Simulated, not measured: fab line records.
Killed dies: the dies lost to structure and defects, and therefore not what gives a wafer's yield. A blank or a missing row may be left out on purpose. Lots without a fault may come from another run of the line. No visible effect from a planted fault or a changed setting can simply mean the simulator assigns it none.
2 desks, one fault / flow n5_finfet / what lay behind the numbers comes last; until then each desk has only its own

THE DEFECT DESK
What the inspections along the route counted, lot by lot: means of the sampled wafers that have a number. If a lot's mean is further than 4 standard deviations from the usual mean, the lot is out of limits and carries the mark OUT (the distance appears in the brackets).
Columns: A = raw_defect_count at N5_WELL_APT_INSPECT_10, usual 2.1; B = raw_defect_count at N5_WELL_APT_INSPECT_27, usual 1.8
lot=L823; first seen here=day 2 07:37; A=2.5; B=1.5
lot=L836; first seen here=day 5 13:44; A=2.0; B=1.7
lot=L837; first seen here=day 5 19:37; A=2.0; B=2.0
lot=L838; first seen here=day 6 01:37; A=1.0; B=1.0
lot=L841; first seen here=day 6 20:17; A=1.7; B=2.0
Result from this desk: across the 5 lots, nothing is out of limits.

METROLOGY DESK
Lot by lot, what the gauges showed, no matter which tool ran the lot: averages of those sampled wafers that carry a number. If a lot's mean is further than 4 standard deviations from the usual mean, the lot is out of limits and carries the mark OUT (the distance appears in the brackets).
Columns: A = cd_nm at N5_WELL_APT_CD_MEAS_08, usual 201 nm; B = NWELL_OVL at N5_WELL_APT_OVL_MEAS_09, usual 1 nm; C = cd_nm at N5_WELL_APT_CD_MEAS_25, usual 199.4 nm; D = PWELL_OVL at N5_WELL_APT_OVL_MEAS_26, usual 1 nm
lot=L823; first seen here=day 2 07:34; A=198; B=-4; C=202.8; D=0
lot=L836; first seen here=day 5 13:41; A=204; B=6; C=202.0; D=-9
lot=L837; first seen here=day 5 19:34; A=198; B=1; C=199.6; D=-6
lot=L838; first seen here=day 6 01:34; A=206; B=7; C=197.1; D=0
lot=L841; first seen here=day 6 20:14; A=203; B=1; C=197.6; D=7
Result from this desk: across the 5 lots, nothing is out of limits.

PUT TOGETHER
No out-of-limits result turned up at the defect desk.
At the metrology desk, nothing out of limits was observed.

WHAT WAS PUT IN BY THE SIMULATOR
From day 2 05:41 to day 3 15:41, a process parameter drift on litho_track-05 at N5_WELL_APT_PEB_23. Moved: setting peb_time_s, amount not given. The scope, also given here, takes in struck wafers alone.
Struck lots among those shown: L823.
